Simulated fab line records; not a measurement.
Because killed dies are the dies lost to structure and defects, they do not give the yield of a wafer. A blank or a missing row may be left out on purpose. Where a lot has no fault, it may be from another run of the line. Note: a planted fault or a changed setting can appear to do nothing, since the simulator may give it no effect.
Check for tools in common | flow nand-harc | 2 lots, 6 wafers sampled

## THE REASON FOR OPENING IT
On 2 of the 2 lots, a flag is raised at NHARC_END_SORT_01 on the reading killed-at-periphery. Wafers without a fault read 3.4, standard deviation 2.7.
Rule: a lot is flagged when every wafer of it that has a number lies more than 4 standard deviations from that mean, or none has a number. The rest of the lots are taken to be sound.

lot  | measured     | on        | killed-at-periphery, wafer by wafer | flag
L674 | day 23 12:58 | prober-02 | 655 659 660                         | FLAGGED
L678 | day 26 08:23 | prober-01 | 644 629 637                         | FLAGGED
On average the flagged lots read 647.3, which is +643.9 against the usual, or +99 or more standard deviations.

## LOT BY LOT: THE TOOL USED
2 process steps preceding the reading are held in the record, out of 1159 steps in the route. Read each cell as the tool, then ch plus the chambers that the sampled wafers visited, then the start.
lot  | flag    | NHARC_P_ZERO_WELL_RTA_42        | NHARC_P_GATE_OXIDE_02
L674 | FLAGGED | rtp-anneal-02 ch 0, day 6 01:04 | furnace-02 ch 0, day 8 01:35
L678 | FLAGGED | rtp-anneal-01 ch 0, day 7 00:52 | furnace-07 ch 0, day 9 05:52 and furnace-02 ch 0, day 9 10:23
These steps, and what they do:
- NHARC_P_ZERO_WELL_RTA_42: time 300 s.
- NHARC_P_GATE_OXIDE_02: material SiO2, target thk 37.5 nm, ox time 365 s.
- NHARC_END_SORT_01

## FLAGGED OVER TOTAL, TOOL BY TOOL (the gauges that took the reading come last)
step                     | tool          | lots run | flagged | share of the flagged lots | sound lots run after its first flagged lot
NHARC_P_ZERO_WELL_RTA_42 | rtp-anneal-01 | 1        | 1       | some                      | 0
NHARC_P_ZERO_WELL_RTA_42 | rtp-anneal-02 | 1        | 1       | some                      | 0
NHARC_P_GATE_OXIDE_02    | furnace-02    | 2        | 2       | all                       | 0
NHARC_P_GATE_OXIDE_02    | furnace-07    | 1        | 1       | some                      | 0
NHARC_END_SORT_01        | prober-01     | 1        | 1       | some                      | 0
NHARC_END_SORT_01        | prober-02     | 1        | 1       | some                      | 0

## THE TABLE: WHAT IT ALLOWS
Rows of the table that ran each flagged lot: 1, that is furnace-02 at NHARC_P_GATE_OXIDE_02.
- furnace-02 at NHARC_P_GATE_OXIDE_02 ran 2 lots, 2 of them flagged. With no sound lot run before its first flagged lot in this sample, there is nothing to narrow down the start.
What remains is a single tool, furnace-02 at NHARC_P_GATE_OXIDE_02.

## WHAT HAD BEEN PUT IN BY THE SIMULATOR
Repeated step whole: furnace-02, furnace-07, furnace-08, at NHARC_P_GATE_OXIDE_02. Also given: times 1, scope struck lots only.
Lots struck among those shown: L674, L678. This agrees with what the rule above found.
